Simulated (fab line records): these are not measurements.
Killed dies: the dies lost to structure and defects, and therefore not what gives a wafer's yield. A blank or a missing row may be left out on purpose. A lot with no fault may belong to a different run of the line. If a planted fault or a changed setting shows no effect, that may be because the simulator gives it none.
A struck lot beside a sound one / flow nand harc / 34 out of 1159 route steps
Sound: wafers L157.2, L157.4, L157.5. Wafers L174.1, L174.2, L174.6 were the ones struck. Last of all comes the cause.
At each step with rows: each side's tool, then ch and its chambers, then its first start. Under that, the readings that differ: sound wafers / struck wafers / difference of the means / sigmas: that difference in standard deviations of wafers without a fault.
alike: readings with means less than 2 such deviations apart, plus words and numbers identical on both sides. not compared: withheld readings, readings lacking a value on some wafer, bounds such as >300 that could conceal the same value, and numbers that have no deviation in the record and whose values overlap.
The two part at a step that has a row with sigmas, a row that says differs or no value, or rows on one side only. When numbers do not overlap yet have no deviation, they are printed without sigmas and do not part them. A reading that every wafer of one side lacks parts them only if that side has two wafers or more.

first, 5 steps without rows for these wafers: NHARC_A_ONON_D1_DEP_22 (target thk 1000 nm); NHARC_A_ONON_D1_DEP_25 (target thk 1000 nm); NHARC_A_ONON_D1_DEP_28 (target thk 1000 nm); NHARC_A_ONON_D1_DEP_33 (deposits SiO2, target thk 200 nm); NHARC_A_CHANNEL_HOLE_D1_DEP_00 (deposits aC, target thk 3100 nm).
NHARC_A_CHANNEL_HOLE_D1_DEP_01: deposits SiON, target thk 140 nm.
  sound on pecvd-03 ch 0,1,2, day 8 20:23; struck on pecvd-03 ch 0,1,2, day 12 21:46
  alike: heater power w
then, 10 steps without rows for these wafers: NHARC_A_CHANNEL_HOLE_D1_DEHYDRATE_02 (time 120 s); NHARC_A_CHANNEL_HOLE_D1_HMDS_03 (time 30 s); NHARC_A_CHANNEL_HOLE_D1_COAT_36 (time 75 s); NHARC_A_CHANNEL_HOLE_D1_COAT_37 (time 65 s); NHARC_A_CHANNEL_HOLE_D1_COAT_04 (resist thk 90 nm); NHARC_A_CHANNEL_HOLE_D1_SOFTBAKE_05 (time 55 s); NHARC_A_CHANNEL_HOLE_D1_EBR_06; NHARC_A_CHANNEL_HOLE_D1_EXPOSE_07 (exposes mask HOLE D1, target cd 100 nm); NHARC_A_CHANNEL_HOLE_D1_PEB_08 (peb time 65 s); NHARC_A_CHANNEL_HOLE_D1_DEVELOP_09 (develop time 35 s).
NHARC_A_CHANNEL_HOLE_D1_INSPECT_12:
  struck on defect inspect-01, day 12 22:29; sound on defect inspect-02, day 8 21:07
reading=raw defect count; sound=8 10 6; struck=455 408 390; difference=+410; sigmas=+99 or more
then, 15 steps without rows for these wafers: NHARC_A_CHANNEL_HOLE_D1_DESCUM_15 (chemistry O2, time 3 s); NHARC_A_CHANNEL_HOLE_D1_ETCH_38 (etches the open film in CF4, target depth 39 nm, time 65 s); NHARC_A_CHANNEL_HOLE_D1_ETCH_39 (etches the open film in N2/H2, target depth 260 nm, time 325 s); NHARC_A_CHANNEL_HOLE_D1_ETCH_34 (etches the open film in CF4/CHF3, target depth 154 nm, time 77 s); NHARC_A_CHANNEL_HOLE_D1_ETCH_16 (etches the open film in O2/COS, target depth 3100 nm, time 806 s); NHARC_A_CHANNEL_HOLE_D1_ETCH_19 (etches the open film in C4F8/O2/Ar, time 34.5 s); NHARC_A_CHANNEL_HOLE_D1_ETCH_20 (etches the open film in C4F8/O2/Ar, time 361.9 s, target depth 1600 nm); NHARC_A_CHANNEL_HOLE_D1_ETCH_21 (etches the open film in C4F8/O2/Ar, time 514.3 s, target depth 1600 nm); NHARC_A_CHANNEL_HOLE_D1_ETCH_22 (etches the open film in C4F8/O2/Ar, time 666.7 s, target depth 1600 nm); NHARC_A_CHANNEL_HOLE_D1_ETCH_23 (etches the open film in C4F8/O2/Ar, time 819 s, target depth 1600 nm); NHARC_A_CHANNEL_HOLE_D1_ETCH_24 (etches the open film in C4F8/O2/Ar, time 906.2 s, target depth 1500 nm); NHARC_A_CHANNEL_HOLE_D1_ETCH_25 (etches the open film in C4F8/O2/Ar, time 1040.2 s, target depth 1500 nm); NHARC_A_CHANNEL_HOLE_D1_ETCH_26 (etches the open film in C4F8/O2/Ar, time 224.1 s, target depth 300 nm); NHARC_A_CHANNEL_HOLE_D1_ETCH_33 (etches the open film in C4F8/O2/Ar, time 90 s, target depth 400 nm); NHARC_A_CHANNEL_HOLE_D1_STRIP_41 (strips in N2/H2).
NHARC_A_CHANNEL_HOLE_D1_INSPECT_40:
  struck on defect inspect-01, day 13 05:41; sound on defect inspect-01, day 9 04:02
reading=raw defect count; sound=63 75 99; struck=493 443 425; difference=+375; sigmas=+22
-- record jumps: 11 days between struck wafers' starts before vs after; left off in module A_CHANNEL_HOLE_D1, resumes in module END, first step shown is number 1159 of the route --
NHARC_END_SORT_01:
  sound on prober-02 ch 0, day 19 19:53; struck on prober-01 ch 0, day 23 19:49
reading=killed at array; sound=21 26 27; struck=97 84 53; difference=+53; sigmas=+5
reading=killed dies; sound=24 27 27; struck=98 87 54; difference=+54; sigmas=+5
  alike: killed at other, killed at periphery, killed open, killed short

== WHERE THEY PART ==
Last at NHARC_END_SORT_01 as far as this record goes, first at NHARC_A_CHANNEL_HOLE_D1_INSPECT_12.

WHY: what the simulator had put in
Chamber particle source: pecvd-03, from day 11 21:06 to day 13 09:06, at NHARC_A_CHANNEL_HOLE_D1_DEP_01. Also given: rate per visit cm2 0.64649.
